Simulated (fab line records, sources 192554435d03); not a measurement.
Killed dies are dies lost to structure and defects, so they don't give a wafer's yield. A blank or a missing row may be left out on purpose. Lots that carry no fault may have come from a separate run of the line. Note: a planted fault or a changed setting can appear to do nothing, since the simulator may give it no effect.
Code-filled problem report in 8D (eight disciplines) form -- flow n5_finfet -- the parts of the form that need people (team, actions taken, sign-off) are left out

## 1. WHAT WENT WRONG
At N5_BEOL_M1_ETCH_64, rf_fwd_power_W averages 632.8 W over 2 wafers from 2 lots, while fault-free wafers read 837.0 W, standard deviation 3. Relative to the usual mean, that is a shift of -68 standard deviations.
The step: etches SOC in N2/H2, target depth 75 nm, overetch 15 nm, time 112.5 s.
Seen first at day 11 19:55 on rie_diel-02, wafer L348.4. At this step, 27 wafers from 9 lots have a number in the record. The rule behind "out" and "out of limits": a value lying over 4 standard deviations away from the usual mean. All remaining wafers that have a number are taken as sound.

## 2. WHAT THIS IS AND IS NOT
question,is,is not
which readings at this step,"rf_fwd_power_W, rf_vpp_V","bias_w, chamber_pressure_mTorr, drypump_motor_current_A, oes_product_au, throttle_valve_pct"
which lots,"L346, L348","L328, L332, L333, L335, L338, L341, L351"
which wafers of those lots,"L346.3, L348.4","L346.1, L346.5, L348.1, L348.5"
read on which tools,rie_diel-02,"rie_diel-03, rie_diel-04"
when,from day 11 19:55,"up to then (20 sound wafers); but 5 sound wafers of L346, L351 came after"

## 3. WHAT RULES OUT EACH SUSPECT
Counting: if a tool at a process step up to the reading ran every lot that is out, it stays a suspect. Sound lots after the first of them don't rule it out here, since some wafers of a struck lot are sound.
- rie_diel-02 at N5_BEOL_M1_ETCH_64 (etches SOC in N2/H2, target depth 75 nm, overetch 15 nm, time 112.5 s): kept. Every lot that is out went through it, the first being L348 (day 11 19:55); the last sound lot it ran before that was L338 (day 8 15:13). Out on those wafers are its own readings of rf_fwd_power_W, rf_vpp_V.
- Within rie_diel-02 at N5_BEOL_M1_ETCH_64: the wafers that are out ran in chamber 3; their sound lot-mates ran in chambers 0, 2.
The count leaves rie_diel-02 at N5_BEOL_M1_ETCH_64.

## 4. THE CAUSE (what the simulator had put in)
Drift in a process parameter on rie_diel-02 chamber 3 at N5_BEOL_M1_ETCH_64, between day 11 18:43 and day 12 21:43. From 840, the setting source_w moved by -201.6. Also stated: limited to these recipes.
Counting left only this tool.

## 5. THE CHAIN OF EFFECTS, in route order
Each row: a reading where the mean over the struck wafers with a number is more than 3 standard deviations away from the usual. Scope: only readings with a usual standard deviation given in the record; hours: median across lots of the time from each lot's start at the first step in this table that gives one to its start at this step; sigmas: change in usual standard deviations.
hours,step,reading,usual,on struck wafers,change,sigmas
0,N5_BEOL_M1_ETCH_64,rf_fwd_power_W,837.0 W,632.8,-204.2,-68
0,N5_BEOL_M1_ETCH_64,rf_vpp_V,523.7 V,578.3,+54.6,+26
Its process steps:
- N5_BEOL_M1_ETCH_64: etches SOC in N2/H2, target depth 75 nm, overetch 15 nm, time 112.5 s.
Later measuring or inspecting steps at which every struck wafer that the step has a row for has a number for every such reading, and none has moved that far: N5_BEOL_M4_RC_MEAS_101.

## 6. HOW IT WOULD HAVE BEEN CAUGHT EARLIER
In this record the first reading out of limits was taken at day 11 19:55, 1 hour after the fault began at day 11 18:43.
